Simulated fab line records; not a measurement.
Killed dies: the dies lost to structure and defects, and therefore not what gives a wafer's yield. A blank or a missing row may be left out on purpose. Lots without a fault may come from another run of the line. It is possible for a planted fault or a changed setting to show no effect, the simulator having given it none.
A struck lot beside a sound one + flow n5Finfet + 21 steps out of a route of 1938
Sound: the wafers L692.2, L692.5. Struck: wafers L694.3, L694.4, L694.6. The cause is named last.
Order at every step that has rows: each side's tool, ch and its chambers, its first start. Under that, the readings that differ: sound wafers + struck wafers + difference of the means + sigmas: that difference in standard deviations of wafers without a fault.
alike: words and numbers the same on both sides, and readings whose means are apart by under 2 such deviations; not compared: readings that were withheld, readings missing a value for some wafer, numbers with overlapping values and no deviation given by the record, and bounds like >300 which may hide the same value.
Wherever a step has rows on one side only, a row that says differs or no value, or a row with sigmas, the two part there. Numbers that don't overlap but have no deviation are shown without sigmas and don't part them. Lack of a reading on every wafer of one side parts them only where that side has two or more wafers.

first, 7 steps without rows for these wafers: N5_BEOL_M5_COAT_71 (time 60 s, resist thk 5 nm); N5_BEOL_M5_COAT_05 (resist thk 30 nm); N5_BEOL_M5_EBR_07; N5_BEOL_M5_SOFTBAKE_06 (time 60 s); N5_BEOL_M5_EXPOSE_08 (exposes mask M5, target cd 28 nm); N5_BEOL_M5_PEB_09 (peb time 60 s); N5_BEOL_M5_DEVELOP_10 (develop time 30 s).
N5_BEOL_M5_CD_MEAS_11: the cd target is 27.74 nm.
  sound on cdSem-03 ch 0, day 8 06:30; struck on cdSem-01 ch 0, day 9 12:13
  alike: cdNm
N5_BEOL_M5_OVL_MEAS_12:
  sound on overlay-01 ch 0, day 8 06:32; struck on overlay-01 ch 0, day 9 12:15
  alike: M5_OVL
N5_BEOL_M5_INSPECT_13: inspects for defects (brightfield).
  sound on defectInspect-02 at day 8 06:35; struck on defectInspect-01 at day 9 12:18
| reading        | sound   | struck      | difference | sigmas |
|----------------|---------|-------------|------------|--------|
| rawDefectCount | 506 741 | 443 339 462 | -209       | -2     |
N5_BEOL_M5_DESCUM_16: chemistry O2, time 7 s.
  sound on rieDiel-01 ch 2, day 8 06:38; struck on rieDiel-05 ch 0,2, day 9 12:22
| reading             | sound     | struck         | difference | sigmas |
|---------------------|-----------|----------------|------------|--------|
| oesProductAu (a.u.) | 0.94 0.94 | 0.74 0.79 0.74 | -0.18      | -2     |
  alike: drypumpMotorCurrentA, o2FlowSccm, rfVppV, showerheadPlenumPTorr, throttleValvePct
  not compared: rfHoursCounterH
N5_BEOL_M5_ETCH_72: etches underlayer in N2/H2, target depth 6.5 nm, time 5.2 s.
  sound on rieDiel-01 ch 2, day 8 06:40; struck on rieDiel-05 ch 0,2, day 9 12:24
| reading             | sound     | struck         | difference | sigmas |
|---------------------|-----------|----------------|------------|--------|
| oesProductAu (a.u.) | 0.79 0.79 | 0.63 0.66 0.63 | -0.15      | -2     |
  alike: biasW, chamberPressureMTorr, drypumpMotorCurrentA, etchRfOnTimeS, rfVppV, showerheadPlenumPTorr, throttleValvePct
  not compared: rfHoursCounterH
N5_BEOL_M5_ETCH_61: etches SiARC in CF4, target depth 15.6 nm, time 26 s.
  sound on rieDiel-01 ch 2, day 8 06:41; struck on rieDiel-05 ch 0,2, day 9 12:25
  no value came back on the struck wafers for any of 9 readings (biasW (W), cf4FlowSccm (sccm) and others); on the sound wafers biasW (W) reads 36.00 36.16
  not compared: rfHoursCounterH
N5_BEOL_M5_ETCH_62: etches SOC in N2/H2, target depth 75 nm, overetch 15 nm, time 112.5 s.
  sound on rieDiel-01 ch 2, day 8 06:43; struck on rieDiel-05 ch 0,2, day 9 12:27
| reading             | sound     | struck         | difference | sigmas |
|---------------------|-----------|----------------|------------|--------|
| oesProductAu (a.u.) | 0.74 0.73 | 0.28 0.29 0.28 | -0.45      | -7     |
  alike: biasW, chamberPressureMTorr, drypumpMotorCurrentA, rfVppV, showerheadPlenumPTorr, throttleValvePct
  not compared: rfHoursCounterH
then, 2 steps without rows for these wafers: N5_BEOL_M5_STRIP_63 (strips in N2/H2); N5_BEOL_M5_STRIP_73 (strips in N2/H2).
N5_BEOL_M5_STRIP_64: strips in CF4.
  sound on rieDiel-01 ch 2, day 8 06:50; struck on rieDiel-05 ch 0,2, day 9 12:35
| reading             | sound     | struck         | difference | sigmas |
|---------------------|-----------|----------------|------------|--------|
| oesProductAu (a.u.) | 0.92 0.92 | 0.73 0.77 0.73 | -0.18      | -2     |
  alike: drypumpMotorCurrentA, rfVppV, showerheadPlenumPTorr, throttleValvePct
  not compared: rfHoursCounterH
N5_BEOL_M5_HM_OPEN_17: chemistry Cl2/BCl3, target TiN, target depth 20 nm, overetch 6 nm.
  sound on rieMetal-03 ch 0,1, day 8 06:53; struck on rieMetal-01 ch 0,1, day 9 12:39
| reading              | sound       | struck            | difference | sigmas |
|----------------------|-------------|-------------------|------------|--------|
| oesProductAu (a.u.)  | 0.67 0.64   | 0.26 0.23 0.26    | -0.41      | -6     |
| throttleValvePct (%) | 22.14 22.13 | 22.86 23.31 22.86 | +0.88      | +5     |
  alike: drypumpMotorCurrentA, mfcArSccm
  not compared: rfHoursCounterH
N5_BEOL_M5_STRIP_19: strips in O2.
  sound on rieDiel-05 ch 1,2, day 8 07:08; struck on rieDiel-05 ch 0,1, day 9 12:46
  alike: drypumpMotorCurrentA, o2FlowSccm, oesProductAu, rfVppV, showerheadPlenumPTorr, throttleValvePct
  not compared: rfHoursCounterH
N5_BEOL_M5_CD_MEAS_18: pitch 56 nm, target cd 28 nm.
  sound on cdSem-03 at day 8 07:13; struck on cdSem-02 at day 9 12:50
| reading   | sound     | struck | difference                    | sigmas |
|-----------|-----------|--------|-------------------------------|--------|
| cdNm (nm) | 28.5 28.2 | - - -  | no value on the struck wafers |        |
then, 1 step without rows for these wafers: N5_BEOL_M5_COAT_65 (time 60 s, resist thk 60 nm).

== WHERE THEY PART ==
At N5_BEOL_M5_INSPECT_13 first; at N5_BEOL_M5_CD_MEAS_18 last (within this record only).

WHY: what had been put in by the simulator
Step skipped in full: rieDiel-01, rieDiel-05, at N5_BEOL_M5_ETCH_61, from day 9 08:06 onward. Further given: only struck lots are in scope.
